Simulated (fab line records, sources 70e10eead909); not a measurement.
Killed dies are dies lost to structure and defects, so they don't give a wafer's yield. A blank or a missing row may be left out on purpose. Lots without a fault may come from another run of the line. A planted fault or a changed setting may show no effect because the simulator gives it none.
Problem report in the 8D (eight disciplines) form, filled by code | flow nand_harc | the parts of the form that need people (team, actions taken, sign-off) are left out

1. THE PROBLEM
raw_defect_count at NHARC_A_SIN_REMOVE_INSPECT_04 reads a mean of 668 on 6 wafers of 2 lots; wafers without a fault read 290 with a standard deviation of 67. That is +5.6 standard deviations from the usual mean.
First seen on wafer L941.3, day 17 22:31, on defect_inspect-02. The record holds 36 wafers of 12 lots with a number at this step. Rule for "out", or "out of limits": more than 4 standard deviations from the usual mean. The other wafers with a number count as sound.

2. WHAT IT IS AND WHAT IT IS NOT
question                    | is                                   | is not
which readings at this step | raw_defect_count                     | -
which lots                  | L941, L947                           | L930, L931, L932, L933, L935, L936, L939, L942, L949, L952
which wafers of those lots  | all that have a number               | -
read on which gauges        | defect_inspect-01, defect_inspect-02 | -
when                        | from day 17 22:31                    | up to then (21 sound wafers); but 9 sound wafers of L942, L949, L952 came after

3. SUSPECTS, AND WHAT RULES EACH OUT
Counting: a tool at a process step up to the reading stays a suspect if it ran every lot that is out and no sound lot after the first of them.
- the gauge at NHARC_A_SIN_REMOVE_INSPECT_04: ruled out. The wafers that are out were read on 2 gauges (defect_inspect-01, defect_inspect-02).
- rie_diel-11 at NHARC_A_SLIT_DESCUM_14 (chemistry O2, time 3 s): ruled out as a lasting fault. Sound lots L949, L952 ran on it after its first lot that is out, L941 (day 17 11:05).
- wet_bench-02 at NHARC_A_SIN_REMOVE_PRECLEAN_01 (cleans in SC1): kept. It ran every lot that is out, first L941 (day 17 22:20), and no sound lot after that; its last sound lot up to then is L936 (day 16 12:53).
Left after counting: wet_bench-02 at NHARC_A_SIN_REMOVE_PRECLEAN_01.

4. THE CAUSE (what the simulator had put in)
Chamber particle source: wet_bench-02, from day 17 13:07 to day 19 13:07, at NHARC_A_SIN_REMOVE_PRECLEAN_01. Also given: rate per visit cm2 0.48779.
Counting left only this tool.

5. THE CHAIN OF EFFECTS, in route order
Each row: a reading whose mean over the struck wafers that have a number lies more than 3 standard deviations from the usual. Only readings for which the record gives a usual standard deviation are gone through. hours: the time from each lot's start at the first step in this table that gives one to its start at this step, as a median over the lots. sigmas: the change in usual standard deviations.
hours | step                          | reading          | usual | on struck wafers | change | sigmas
0     | NHARC_A_SIN_REMOVE_INSPECT_04 | raw_defect_count | 290   | 668              | +378   | +5.6
108   | NHARC_END_SORT_01             | killed_at_array  | 31    | 95               | +64    | +5.8
108   | NHARC_END_SORT_01             | killed_dies      | 34    | 97               | +63    | +5.3

6. WHAT WOULD HAVE CAUGHT IT SOONER
In this record the first reading out of limits at a measuring or inspecting step was taken at day 17 22:31, 9 hours after the fault began at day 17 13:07.
Of the tool readings at NHARC_A_SIN_REMOVE_PRECLEAN_01 for which the record gives a usual standard deviation, none was out on any struck wafer, so an alarm limit of 4 standard deviations on them would not have fired.
Of the lots that are out (2), L947 began NHARC_A_SIN_REMOVE_PRECLEAN_01 on wet_bench-02 after day 17 22:31. A hold on the tool at that time would have spared it.
